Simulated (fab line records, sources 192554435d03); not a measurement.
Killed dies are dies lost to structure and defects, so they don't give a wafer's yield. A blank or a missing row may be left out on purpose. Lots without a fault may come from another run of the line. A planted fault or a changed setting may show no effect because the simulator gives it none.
Split-lot experiment | flow n5_finfet | 7 lots, 39 wafers read, on a route of 1938 steps

THE SPLIT
At N5_ZERO_LAYER_DEVELOP_10 (develop time 60 s), the setting develop_time_s was moved away from the recipe's 60 s on 9 of the 39 wafers read, by -40.6% to +59.7%. The other wafers ran this setting at the recipe's value.

FROM THE SPLIT TO THE READING: what the file shows between them, 1 step
- N5_ZERO_LAYER_HARDBAKE_23: time 120 s

THE READING
cd_nm, in nm, at N5_ZERO_LAYER_CD_MEAS_11 (target cd 2000 nm). Fault-free wafers of this fab line usually give 1999.7 nm, standard deviation 1.5 nm.

wafer  | tool, chamber at the split | develop_time_s as run, s | against the recipe | cd_nm, nm | against lot-mates on the recipe
L075.2 | litho_track-02, 0          | 60                       | recipe             | 1998.5    | -
L075.4 | litho_track-02, 0          | 60                       | recipe             | 2000.2    | -
L075.6 | litho_track-02, 0          | 60                       | recipe             | 1998.3    | -
L078.1 | litho_track-03, 0          | 44.28                    | -26.2%             | 1990.8    | -7.1
L078.2 | litho_track-03, 0          | 60                       | recipe             | 1997.2    | -
L078.3 | litho_track-03, 0          | 60                       | recipe             | 1999.6    | -
L078.4 | litho_track-03, 0          | 44.28                    | -26.2%             | 1990.4    | -7.5
L078.5 | litho_track-03, 0          | 44.28                    | -26.2%             | 1990.5    | -7.4
L078.6 | litho_track-03, 0          | 60                       | recipe             | 1997.0    | -
L080.1 | litho_track-04, 0          | 60                       | recipe             | 2000.7    | -
L080.2 | litho_track-04, 0          | 60                       | recipe             | 2001.6    | -
L080.3 | litho_track-04, 0          | 60                       | recipe             | 2001.8    | -
L080.4 | litho_track-04, 0          | 60                       | recipe             | 1999.9    | -
L080.5 | litho_track-04, 0          | 60                       | recipe             | 2000.5    | -
L080.6 | litho_track-04, 0          | 60                       | recipe             | 1999.8    | -
L083.1 | litho_track-02, 0          | 35.63                    | -40.6%             | 1987.6    | -10.2
L083.2 | litho_track-02, 0          | 35.63                    | -40.6%             | 1986.8    | -11.0
L083.3 | litho_track-02, 0          | 60                       | recipe             | 1998.8    | -
L083.4 | litho_track-02, 0          | 60                       | recipe             | 1996.7    | -
L083.5 | litho_track-02, 0          | 60                       | recipe             | 1997.8    | -
L083.6 | litho_track-02, 0          | 35.63                    | -40.6%             | 1987.2    | -10.6
L088.1 | litho_track-03, 0          | 60                       | recipe             | 1997.2    | -
L088.2 | litho_track-03, 0          | 60                       | recipe             | 1996.4    | -
L088.3 | litho_track-03, 0          | 60                       | recipe             | 1996.6    | -
L088.4 | litho_track-03, 0          | 60                       | recipe             | 1998.2    | -
L088.5 | litho_track-03, 0          | 60                       | recipe             | 1997.8    | -
L088.6 | litho_track-03, 0          | 60                       | recipe             | 1998.6    | -
L089.1 | litho_track-03, 0          | 95.85                    | +59.7%             | 2010.2    | +10.5
L089.2 | litho_track-03, 0          | 95.85                    | +59.7%             | 2012.1    | +12.4
L089.3 | litho_track-03, 0          | 95.85                    | +59.7%             | 2011.5    | +11.8
L089.4 | litho_track-03, 0          | 60                       | recipe             | 2000.8    | -
L089.5 | litho_track-03, 0          | 60                       | recipe             | 1998.7    | -
L089.6 | litho_track-03, 0          | 60                       | recipe             | 1999.6    | -
L090.1 | litho_track-03, 0          | 60                       | recipe             | 2003.2    | -
L090.2 | litho_track-03, 0          | 60                       | recipe             | 1999.8    | -
L090.3 | litho_track-03, 0          | 60                       | recipe             | 2001.3    | -
L090.4 | litho_track-03, 0          | 60                       | recipe             | 2002.2    | -
L090.5 | litho_track-03, 0          | 60                       | recipe             | 2001.9    | -
L090.6 | litho_track-03, 0          | 60                       | recipe             | 2000.7    | -

THE FIT
A straight line over all 39 wafers: cd_nm changes by +0.242 nm for each +1% of develop_time_s; r = +0.94; the points scatter about the line by 2 nm.
The same after taking each lot's own level away (the mean of its wafers on the recipe; 39 wafers): +0.222 nm for each +1%; r = +0.97; scatter 1.1 nm.
On that fit, the largest move of develop_time_s shifts the reading by 13 nm.
The lots' own levels span 1997.47 to 2001.52 nm, that is 2.7 times the standard deviation above.
So the lot-to-lot level changes the slope little: the two slopes agree.
Check: with one of the wafers moved furthest among these (+59.7%) left out of the fit, the line predicts +13.6 nm for it against its lot-mates. It came out at +10.5 nm against them.

THE WHOLE CHAIN: every reading that the file lists as answering this split, in the file's order
step                     | what it does             | reading                                                           | change (the file's fit)               | r (the file's)
N5_ZERO_LAYER_CD_MEAS_11 | target cd 2000 nm        | cd_nm                                                             | +0.223 nm for each +1% of the setting | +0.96
N5_ZERO_LAYER_DESCUM_16  | chemistry O2, time 7.9 s | ZERO_LAYER.cd_nm (the simulator's own value, which no gauge read) | +0.221 nm for each +1% of the setting | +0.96

THE FILE'S OWN FIT
cd_nm changes by +0.223 nm for each +1% of develop_time_s, r = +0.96.
